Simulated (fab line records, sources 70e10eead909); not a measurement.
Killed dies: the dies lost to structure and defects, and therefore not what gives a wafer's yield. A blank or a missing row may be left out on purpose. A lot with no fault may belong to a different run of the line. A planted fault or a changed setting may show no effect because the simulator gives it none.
fab line records | flow nand_harc
[record] lots = 6 | wafers = 18 | last_day = 25
route steps=1159 shown A_STAIRCASE@679 END@1159
lots that met no fault: from a run of the same line without faults
start_h: hours from the record's first day to the start of the lot's first wafer shown | wait_h: hours since the lot's step before | " repeats the value in the row above | L1.1+2: a single row standing in for several wafers | - no value, or no start given | * or withheld: withheld | < > ~ a bound
route shown NAME@n: names a module that has steps shown in the file, with the first one's number in the route | usual: the fault-free wafers' mean and standard deviation | same: alike in all rows | chamber/n: place in a boat | sites: per-site readings | _std_site: how widely they spread, as a standard deviation | _edge_site: the outer-site mean with the inner-site mean subtracted | radius_mm: for every site, how far away it sits from the centre of the wafer | mask NAME#n: copy n | behind: the last tool/chamber to shape the wafer | hold: reason for holding the lot/hours on hold/outcome of the hold | device: names the non-switching transistor (n, p or np) | end of line: at the end of the route, the tests of the same wafers | a step given without rows: its recipe and nothing more | killed: not the wafer's yield, but the dies lost to structure and defects at the first sort | map: shows each die of a wafer: x if killed, . if not, _ if none is there
set.NAME: setting as actually run; set.NAME@STEP: the setting as run at that earlier step | model.NAME: the simulator's own value behind a step, which no gauge read
lots seen at some steps along the route; tables by step, rows by wafer
services: the hour from which a tool's chamber was out of use, counted from the record's first day as start_h (under 0 if before that day), plus the number of hours and why
[[steps]]
[step NHARC_A_STAIRCASE_COAT_304]
[recipe] spin_rpm = 1200
[step NHARC_A_STAIRCASE_SOFTBAKE_305]
[recipe] temp_c = 135 | time_s = 170
[step NHARC_A_STAIRCASE_EBR_306]
[step NHARC_A_STAIRCASE_EXPOSE_307]
[recipe] na = 0.5 | dose_mj = 45.72 | mask_id = CHOP_50
[step NHARC_A_STAIRCASE_PEB_308]
[recipe] peb_temp_c = 115 | peb_time_s = 130
[step NHARC_A_STAIRCASE_DEVELOP_309]
[recipe] time_s = 140
[step NHARC_A_STAIRCASE_HARDBAKE_311]
[recipe] temp_c = 120 | time_s = 140
[step NHARC_A_STAIRCASE_DESCUM_312]
[recipe] time_s = 3 | o2_flow_sccm = 200 | ar_flow_sccm = 0 | bias_power_w = 0 | chemistry = O2
[usual] drypump_motor_current_A = 5.7/0.32 | oes_product_au = 1.002/0.01 | rf_vpp_V = 57.7/0.9 | showerhead_plenum_p_Torr = 1.90/0.11 | throttle_valve_pct = 11.309/0.009
lot.wafer | tool        | chamber | start_h | wait_h | drypump_motor_current_A | oes_product_au | rf_hours_counter_h | rf_vpp_V | showerhead_plenum_p_Torr | throttle_valve_pct
L738.2    | rie_diel-03 | 3       | 275.57  | -      | 6.2                     | 1.006          | 21                 | 56.6     | 1.80                     | 11.317
L738.1    | "           | 2       | "       | "      | 5.3                     | 1.007          | 21                 | 58.0     | 2.07                     | 11.300
L738.6    | "           | 3       | "       | "      | 6.2                     | 0.990          | -                  | 58.1     | 1.80                     | 11.312
L746.1    | rie_diel-03 | 1       | 322.97  | -      | 5.7                     | 1.001          | 36                 | 56.7     | 1.77                     | 11.305
L746.3    | "           | 2       | "       | "      | 5.3                     | 1.005          | 36                 | 58.8     | 2.06                     | 11.302
L746.2    | "           | 0       | "       | "      | 5.2                     | 1.018          | 36                 | 57.3     | 1.84                     | 11.306
L751.3    | rie_diel-03 | 3       | 358.15  | -      | 6.2                     | 0.998          | 52                 | 55.7     | 1.79                     | 11.313
L751.4    | "           | 0       | "       | "      | 5.2                     | 1.019          | 51                 | 58.0     | 1.83                     | 11.308
L751.6    | "           | 3       | "       | "      | 6.2                     | 1.000          | -                  | 58.1     | 1.79                     | 11.297
L753.2    | rie_diel-03 | 0       | 364.23  | -      | 5.3                     | 1.011          | 54                 | 58.9     | 1.83                     | 11.315
L753.3    | "           | 1       | "       | "      | 5.7                     | 1.006          | 52                 | 56.4     | 1.77                     | 11.296
L753.5    | "           | 1       | "       | "      | 5.7                     | 1.000          | -                  | 57.7     | 1.77                     | 11.303
L754.4    | rie_diel-09 | 2       | 366.07  | -      | 5.6                     | 1.009          | 40                 | 58.7     | 1.92                     | 11.291
L754.1    | "           | 0       | "       | "      | 5.5                     | 1.013          | 42                 | 56.9     | 1.80                     | 11.304
L754.5    | "           | 3       | "       | "      | 6.2                     | 1.010          | -                  | 58.2     | 2.04                     | 11.315
L759.1    | rie_diel-02 | 0       | 405.05  | -      | 5.8                     | 1.005          | 24                 | 58.2     | 1.91                     | 11.324
L759.4    | "           | 1       | "       | "      | 5.6                     | 0.974          | 26                 | 57.4     | 1.91                     | 11.308
L759.6    | "           | 3       | "       | "      | 5.6                     | 0.997          | -                  | 57.3     | 1.80                     | 11.289
[step NHARC_A_STAIRCASE_ETCH_313]
[recipe] cf4_flow_sccm = 100 | chf3_flow_sccm = 30 | ar_flow_sccm = 0 | rf_w = 500 | bias_w = 200 | chemistry = CF4/CHF3
[usual] cf4_flow_sccm = 100.0/0.3 | drypump_motor_current_A = 5.7/0.32 | oes_product_au = 0.931/0.016 | rf_vpp_V = 370.4/2.9 | showerhead_plenum_p_Torr = 1.56/0.085 | throttle_valve_pct = 16.802/0.0078
lot.wafer | tool        | chamber | start_h | wait_h | cf4_flow_sccm | drypump_motor_current_A | oes_product_au | rf_hours_counter_h | rf_vpp_V | showerhead_plenum_p_Torr | throttle_valve_pct
L738.2    | rie_diel-03 | 1       | 275.75  | 0.2    | 100.2         | 5.7                     | 0.929          | 20                 | 367.6    | 1.47                     | 16.791
L738.1    | "           | 2       | "       | "      | 99.8          | 5.3                     | 0.931          | 21                 | 374.0    | 1.69                     | 16.794
L738.6    | "           | 1       | "       | "      | 100.3         | 5.7                     | 0.933          | -                  | 367.8    | 1.47                     | 16.800
L746.1    | rie_diel-03 | 2       | 323.05  | 0.1    | 100.5         | 5.3                     | 0.924          | 36                 | 374.6    | 1.69                     | 16.812
L746.2    | "           | 0       | "       | "      | 100.0         | 5.2                     | 0.934          | 36                 | 369.8    | 1.51                     | 16.803
L746.3    | "           | 1       | "       | "      | 100.0         | 5.7                     | 0.920          | 36                 | 367.5    | 1.46                     | 16.803
L751.3    | rie_diel-03 | 1       | 358.22  | 0.1    | 100.3         | 5.7                     | 0.920          | 50                 | 366.7    | 1.46                     | 16.800
L751.4    | "           | 2       | "       | "      | 100.3         | 5.3                     | 0.924          | 51                 | 373.6    | 1.69                     | 16.781
L751.6    | "           | 1       | "       | "      | 100.0         | 5.7                     | 0.920          | -                  | 366.5    | 1.46                     | 16.796
L753.2    | rie_diel-03 | 3       | 364.32  | 0.1    | 99.5          | 6.2                     | 0.924          | 55                 | 368.4    | 1.47                     | 16.814
L753.3    | "           | 0       | "       | "      | 99.8          | 5.2                     | 0.936          | 54                 | 368.6    | 1.51                     | 16.821
L753.5    | "           | 0       | "       | "      | 100.0         | 5.2                     | 0.939          | -                  | 368.3    | 1.51                     | 16.801
L754.1    | rie_diel-09 | 3       | 366.17  | 0.1    | 100.3         | 6.2                     | 0.933          | 43                 | 373.7    | 1.67                     | 16.798
L754.4    | "           | 0       | "       | "      | 100.0         | 5.6                     | 0.938          | 42                 | 368.6    | 1.49                     | 16.799
L754.5    | "           | 2       | "       | "      | 99.9          | 5.6                     | 0.935          | -                  | 370.6    | 1.58                     | 16.795
L759.1    | rie_diel-02 | 0       | 405.11  | 0.1    | 100.0         | 5.8                     | 0.953          | 24                 | 371.1    | 1.57                     | 16.799
L759.4    | "           | 1       | "       | "      | 99.6          | 5.6                     | 0.931          | 26                 | 371.3    | 1.57                     | 16.802
L759.6    | "           | 1       | "       | "      | 99.9          | 5.6                     | 0.937          | -                  | 370.5    | 1.57                     | 16.804
[step NHARC_A_STAIRCASE_HM_OPEN_463]
[recipe] o2_flow_sccm = 400 | cos_flow_sccm = 20 | ar_flow_sccm = 0 | rf_w = 500 | bias_w = 300 | chemistry = O2/COS
[usual] cos_flow_sccm = 20.00/0.058 | drypump_motor_current_A = 5.7/0.32 | oes_product_au = 1.001/0.011 | rf_vpp_V = 467/3.7 | showerhead_plenum_p_Torr = 3.10/0.17 | throttle_valve_pct = 28.330/0.0091
lot.wafer | tool        | chamber | start_h | wait_h | cos_flow_sccm | drypump_motor_current_A | oes_product_au | rf_hours_counter_h | rf_vpp_V | showerhead_plenum_p_Torr | throttle_valve_pct
L738.1    | rie_diel-03 | 1       | -       | -      | 19.90         | 5.7                     | 1.002          | 20                 | 462      | 2.91                     | 28.333
L738.2    | "           | 2       | "       | "      | 20.03         | 5.3                     | 0.994          | 21                 | 474      | 3.36                     | 28.338
L738.6    | "           | 3       | "       | "      | 20.04         | 6.2                     | 0.990          | -                  | 463      | 2.94                     | 28.325
L746.1    | rie_diel-03 | 0       | -       | -      | 19.92         | 5.2                     | 1.015          | 36                 | 465      | 3.01                     | 28.335
L746.3    | "           | 1       | "       | "      | 20.00         | 5.7                     | 0.997          | 36                 | 463      | 2.90                     | 28.347
L746.2    | "           | 2       | "       | "      | 19.87         | 5.3                     | 0.992          | 36                 | 474      | 3.35                     | 28.327
L751.3    | rie_diel-03 | 1       | -       | -      | 20.01         | 5.7                     | 1.008          | 50                 | 464      | 2.90                     | 28.319
L751.4    | "           | 0       | "       | "      | 19.95         | 5.2                     | 1.021          | 51                 | 464      | 3.00                     | 28.339
L751.6    | "           | 1       | "       | "      | 20.05         | 5.7                     | 0.988          | -                  | 463      | 2.90                     | 28.338
L753.2    | rie_diel-03 | 0       | -       | -      | 20.04         | 5.3                     | 1.014          | 54                 | 463      | 3.00                     | 28.326
L753.3    | "           | 1       | "       | "      | 20.06         | 5.8                     | 1.007          | 52                 | 462      | 2.90                     | 28.330
L753.5    | "           | 1       | "       | "      | 20.02         | 5.8                     | 0.997          | -                  | 462      | 2.90                     | 28.327
L754.1    | rie_diel-09 | 1       | -       | -      | 19.99         | 5.2                     | 0.993          | 38                 | 470      | 3.25                     | 28.328
L754.4    | "           | 2       | "       | "      | 20.08         | 5.6                     | 1.015          | 41                 | 466      | 3.14                     | 28.339
L754.5    | "           | 1       | "       | "      | 19.97         | 5.2                     | 0.991          | -                  | 469      | 3.25                     | 28.314
L759.4    | rie_diel-02 | 3       | -       | -      | 20.04         | 5.6                     | 0.986          | 24                 | 463      | 2.94                     | 28.311
L759.1    | "           | 1       | "       | "      | 20.01         | 5.6                     | 0.978          | 26                 | 466      | 3.12                     | 28.330
L759.6    | "           | 2       | "       | "      | 20.04         | 5.9                     | 0.978          | -                  | 472      | 3.33                     | 28.350
[step NHARC_A_STAIRCASE_STRIP_464]
[recipe] o2_flow_sccm = 400 | cos_flow_sccm = 20 | ar_flow_sccm = 0 | bias_w = 0 | chemistry = O2/COS
[step NHARC_A_STAIRCASE_ETCH_453]
[recipe] target_depth_a = 300 | overetch_a = 30 | time_s = 16.5 | ion_energy_ev = 100 | cf4_flow_sccm = 80 | o2_flow_sccm = 20 | ar_flow_sccm = 0 | rf_w = 300 | bias_w = 100 | chemistry = CF4/O2
[usual] cf4_flow_sccm = 80.00/0.21 | drypump_motor_current_A = 5.6/0.32 | oes_f_703_au = 1.000/0.0044 | oes_o_777_au = 1.000/0.0048 | oes_product_au = 0.999/0.0093 | rf_vpp_V = 197.7/1.7 | showerhead_plenum_p_Torr = 1.33/0.074 | throttle_valve_pct = 13.397/0.0094
lot.wafer | tool        | chamber | start_h | wait_h | cf4_flow_sccm | drypump_motor_current_A | oes_f_703_au | oes_o_777_au | oes_product_au | rf_hours_counter_h | rf_vpp_V | showerhead_plenum_p_Torr | throttle_valve_pct
L738.1    | rie_diel-03 | 1       | 276.21  | -      | 80.17         | 5.7                     | 0.997        | 1.001        | 1.010          | 20                 | 197.2    | 1.24                     | 13.373
L738.2    | "           | 3       | "       | "      | 79.68         | 6.2                     | 1.003        | 1.000        | 0.997          | 21                 | 196.8    | 1.25                     | 13.404
L738.6    | "           | 2       | "       | "      | 80.12         | 5.3                     | 0.999        | 1.006        | 0.994          | -                  | 198.8    | 1.44                     | 13.391
L746.2    | rie_diel-03 | 2       | 323.51  | -      | 80.21         | 5.3                     | 1.004        | 0.993        | 0.997          | 36                 | 200.5    | 1.44                     | 13.406
L746.3    | "           | 0       | "       | "      | 79.95         | 5.2                     | 1.005        | 0.996        | 1.005          | 36                 | 196.9    | 1.28                     | 13.398
L746.1    | "           | 1       | "       | "      | 79.86         | 5.7                     | 1.006        | 1.006        | 1.004          | 36                 | 196.4    | 1.24                     | 13.399
L751.4    | rie_diel-03 | 3       | 359.32  | -      | 79.75         | 6.2                     | 1.003        | 1.009        | 0.996          | 53                 | 196.1    | 1.25                     | 13.409
L751.3    | "           | 1       | "       | "      | 40.07         | 5.7                     | 1.140        | 2.033        | 1.003          | 51                 | 195.4    | 0.85                     | 10.364
L751.6    | "           | 0       | "       | "      | 80.41         | 5.2                     | 1.009        | 1.000        | 1.017          | -                  | 196.6    | 1.28                     | 13.391
L753.3    | rie_diel-03 | 1       | 364.77  | -      | 39.93         | 5.7                     | 1.146        | 2.031        | 0.998          | 52                 | 196.0    | 0.85                     | 10.381
L753.2    | "           | 2       | "       | "      | 79.69         | 5.3                     | 1.003        | 0.999        | 1.003          | 54                 | 199.8    | 1.43                     | 13.409
L753.5    | "           | 2       | "       | "      | 79.93         | 5.3                     | 1.014        | 1.000        | 1.000          | -                  | 200.1    | 1.43                     | 13.395
L754.1    | rie_diel-09 | 1       | 366.62  | -      | 79.94         | 5.2                     | 1.001        | 1.005        | 1.001          | 38                 | 199.2    | 1.39                     | 13.390
L754.4    | "           | 2       | "       | "      | 80.07         | 5.6                     | 1.002        | 1.003        | 1.006          | 41                 | 197.8    | 1.34                     | 13.393
L754.5    | "           | 3       | "       | "      | 80.16         | 6.2                     | 0.999        | 0.996        | 1.006          | -                  | 199.1    | 1.42                     | 13.402
L759.1    | rie_diel-02 | 2       | 405.74  | -      | 79.86         | 5.9                     | 1.003        | 1.007        | 0.993          | 27                 | 199.2    | 1.43                     | 13.396
L759.4    | "           | 0       | "       | "      | 79.80         | 5.8                     | 0.997        | 1.010        | 1.002          | 24                 | 198.3    | 1.33                     | 13.395
L759.6    | "           | 1       | "       | "      | 79.93         | 5.6                     | 0.994        | 1.000        | 0.989          | -                  | 199.2    | 1.34                     | 13.413
[step NHARC_A_STAIRCASE_ETCH_315]
[recipe] target_depth_a = 25000 | time_s = 607.1 | ion_energy_ev = 800 | c4f8_flow_sccm = 80 | o2_flow_sccm = 60 | ar_flow_sccm = withheld | rf_w = 600 | bias_w = 3000 | chemistry = C4F8/O2/Ar
[usual] oes_product_au = 0.931/0.01 | rf_vpp_V = 1825/14
lot.wafer | tool        | chamber | start_h | wait_h | oes_product_au | rf_hours_counter_h | rf_vpp_V
L738.2    | rie_diel-03 | 3       | -       | -      | 0.932          | 21                 | 1811
L738.1    | "           | 0       | "       | "      | 0.938          | 21                 | 1818
L738.6    | "           | 3       | "       | "      | 0.930          | -                  | 1811
L746.2    | rie_diel-03 | 3       | -       | -      | 0.933          | 37                 | 1811
L746.3    | "           | 0       | "       | "      | 0.932          | 36                 | 1817
L746.1    | "           | 2       | "       | "      | 0.928          | 36                 | 1846
L751.3    | rie_diel-03 | 3       | -       | -      | 0.944          | 53                 | 1810
L751.4    | "           | 1       | "       | "      | 0.925          | 51                 | 1808
L751.6    | "           | 2       | "       | "      | 0.937          | -                  | 1846
L753.2    | rie_diel-03 | 1       | -       | -      | 0.937          | 52                 | 1808
L753.3    | "           | 2       | "       | "      | 0.932          | 54                 | 1844
L753.5    | "           | 2       | "       | "      | 0.928          | -                  | 1844
L754.4    | rie_diel-09 | 2       | -       | -      | 0.925          | 41                 | 1828
L754.1    | "           | 3       | "       | "      | 0.936          | 43                 | 1843
L754.5    | "           | 1       | "       | "      | 0.921          | -                  | 1839
L759.4    | rie_diel-02 | 0       | -       | -      | 0.954          | 24                 | 1826
L759.1    | "           | 2       | "       | "      | 0.921          | 27                 | 1844
L759.6    | "           | 0       | "       | "      | 0.945          | -                  | 1826
[step NHARC_END_SORT_01]
[recipe] temp_c = 25
[usual] killed_at_array = 25/9.7 | killed_at_other = 0.7/0.87 | killed_at_periphery = 3.3/2.3 | killed_dies = 29/11 | killed_open = 3.6/2.1 | killed_short = 2.3/1.7
[same] gross_dies = 677
lot.wafer | tool      | chamber | start_h | wait_h | killed_at_array | killed_at_other | killed_at_periphery | killed_dies | killed_open | killed_short
L746.1    | prober-02 | 0       | 493.96  | 2.5    | 33              | 0               | 7                   | 40          | 6           | 0
L746.2    | prober-02 | 0       | 494.76  | 2.8    | 36              | 1               | 11                  | 48          | 6           | 2
L746.3    | prober-02 | 0       | 495.56  | 3.1    | 31              | 0               | 8                   | 39          | 5           | 2
// killed by level:class
L746.1 A_SLIT:chamber_film_flake=13 A_CHANNEL_HOLE_D1:chamber_film_flake=11 A_CONTACT:geometric_particle:open=3 P_CONTACT:chamber_film_flake=3 P_M2:chamber_film_flake=2 P_M0:geometric_particle:open=1 A_CHANNEL_FILL_D1:geometric_particle:open=1 A_M0:geometric_particle:open=1
L746.2 A_CHANNEL_HOLE_D1:chamber_film_flake=14 A_SLIT:chamber_film_flake=14 P_CONTACT:chamber_film_flake=3 P_M0:geometric_particle:open=2 P_M2:chamber_film_flake=2 A_CONTACT:chamber_film_flake=2 P_CONTACT:geometric_particle:short=1 P_CONTACT:geometric_particle:open=1
L746.3 A_CHANNEL_HOLE_D1:chamber_film_flake=10 A_SLIT:chamber_film_flake=10 P_CONTACT:chamber_film_flake=4 A_CONTACT:chamber_film_flake=3 P_M0:geometric_particle:open=2 A_ONON_D1:geometric_particle:open=1 A_SGD_CUT:geometric_particle:open=1 A_SGD_CUT:geometric_particle:short=1
[[services]]
tool        | chamber | start_h | hours | kind
rie_diel-09 | -       | 254.25  | 9.0   | pm
rie_diel-02 | 2       | 255.85  | 4.5   | repair
rie_diel-03 | 0       | 273.34  | -     | clean
rie_diel-03 | 1       | 273.34  | -     | clean
rie_diel-03 | 2       | 273.34  | -     | clean
rie_diel-03 | 3       | 273.34  | -     | clean
rie_diel-03 | 0       | 297.84  | -     | clean
rie_diel-03 | 1       | 297.84  | -     | clean
rie_diel-03 | 2       | 297.84  | -     | clean
rie_diel-03 | 3       | 297.84  | -     | clean
rie_diel-02 | 0       | 311.50  | 2.3   | repair
rie_diel-03 | 0       | 322.36  | -     | clean
rie_diel-03 | 1       | 322.36  | -     | clean
rie_diel-03 | 2       | 322.36  | -     | clean
rie_diel-03 | 3       | 322.36  | -     | clean
rie_diel-02 | -       | 328.17  | 9.0   | pm
rie_diel-03 | 0       | 346.86  | -     | clean
rie_diel-03 | 1       | 346.86  | -     | clean
rie_diel-03 | 2       | 346.86  | -     | clean
rie_diel-03 | 3       | 346.86  | -     | clean
rie_diel-03 | 0       | 371.38  | -     | clean
rie_diel-02 | 1       | 377.35  | 2.2   | repair
rie_diel-03 | -       | 392.41  | 9.0   | pm
rie_diel-09 | 2       | 401.69  | 12.6  | repair
[[key]]
[first_sign] step = NHARC_A_STAIRCASE_ETCH_453 | reading = throttle_valve_pct | direction = down | sigmas = 99+ | usual = 13.397 | struck = 10.372
[effect] step = NHARC_A_STAIRCASE_ETCH_453 | reading = oes_o_777_au | direction = up | sigmas = 99+ | usual = 1.000 | struck = 2.032
met_at NHARC_A_STAIRCASE_ETCH_453
struck_wafers L751.3,L753.3
tester_left_out L751,L753
onset_between 323.51 359.32
[fault] kind = process_parameter_drift | tool = rie_diel-03 | chamber = 1 | onset_h = 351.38 | steps = NHARC_A_STAIRCASE_ETCH_453 | channel = cf4_flow_sccm | offset = -40 | shape = step | end_h = 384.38 | acts_in = these_recipes_only | stated = 80
// tester_left_out: of these lots the tester's yield and bins aren't shown, on N5 and GAA mostly nor the transistor test; their killed dies are dies lost to structure and defects alone, not to doping, threshold or leakage, so they don't give the yield
